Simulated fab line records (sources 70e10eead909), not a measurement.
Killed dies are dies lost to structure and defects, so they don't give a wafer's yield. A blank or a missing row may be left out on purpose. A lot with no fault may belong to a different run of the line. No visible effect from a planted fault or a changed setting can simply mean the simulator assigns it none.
The tool behind it: which one? ; flow nand-harc ; 36 wafers from 12 lots sampled at 2 of the route's 1159 steps

## WHAT EACH GAUGE READ, for each wafer
NHARC_A_SLIT_CD_MEAS_09: the cd target is 300 nm.
lot;measured;on;cd-nm (nm)
L074;day 14 06:30;cd-sem-02;300.2 299.8 300.3
L077;day 14 21:34;cd-sem-03;299.6 300.2 299.3
L078;day 15 07:45;cd-sem-02;300.5 299.8 300.2
L081;day 16 08:14;cd-sem-01;299.8 299.6 299.9
L084;day 16 22:39;cd-sem-03;300.5 300.2 300.0
L088;day 17 15:45;cd-sem-03;300.0 299.7 299.8
L086;day 17 17:20;cd-sem-01;299.9 300.6 300.6
L091;day 18 07:20;cd-sem-02;299.5 299.5 300.1
L087;day 18 12:59;cd-sem-03;299.9 300.2 300.1
L092;day 19 05:42;cd-sem-02;299.4 300.0 299.8
L094;day 19 22:58;cd-sem-01;299.7 299.6 299.7
L097;day 20 08:21;cd-sem-02;299.7 299.5 300.2

## WHICH TOOL RAN EACH LOT (tool, then ch and the chambers of the sampled wafers, then the start)
lot;NHARC_A_SGD_CUT_STRIP_28
L074;rie-diel-04 ch 0,3, day 14 06:30 or earlier
L077;rie-diel-08 ch 1,3, day 14 21:34 or earlier
L078;rie-diel-08 ch 1,2,3, day 15 07:45 or earlier
L081;rie-diel-06 ch 1,2, day 16 08:14 or earlier
L084;rie-diel-06 ch 0,1,2, day 16 22:39 or earlier
L088;rie-diel-04 ch 0,1, day 17 15:45 or earlier
L086;rie-diel-06 ch 0,1,2, day 17 12:38
L091;rie-diel-08 ch 1,3, day 18 07:20 or earlier
L087;rie-diel-04 ch 0,2,3, day 18 12:59 or earlier
L092;rie-diel-04 ch 0,3, day 19 05:42 or earlier
L094;rie-diel-08 ch 0,1, day 19 22:58 or earlier
L097;rie-diel-04 ch 0,2, day 20 08:21 or earlier
- NHARC_A_SGD_CUT_STRIP_28: strips in O2, time 20 s.

## THE ANSWER, worked out from the rows above alone
Rule: what is usual is taken from the lots themselves. The widest of any qualifying gaps counts: lots, ordered by their means at a reading, are off when they make up no more than a third of the lots, leave a main group of 4 or more, and stand apart from it by 3 or more times the standard deviation of that group's means. A main group is skipped when, at the precision printed for the reading in the tables above, its means are all equal. Also off: a lot with no number at a reading for which 4 or more lots have one. The other lots that the step has rows for count as sound.
None of the lots is off at any reading shown; this tells nothing.

## WHAT THE SIMULATOR HAD PUT IN
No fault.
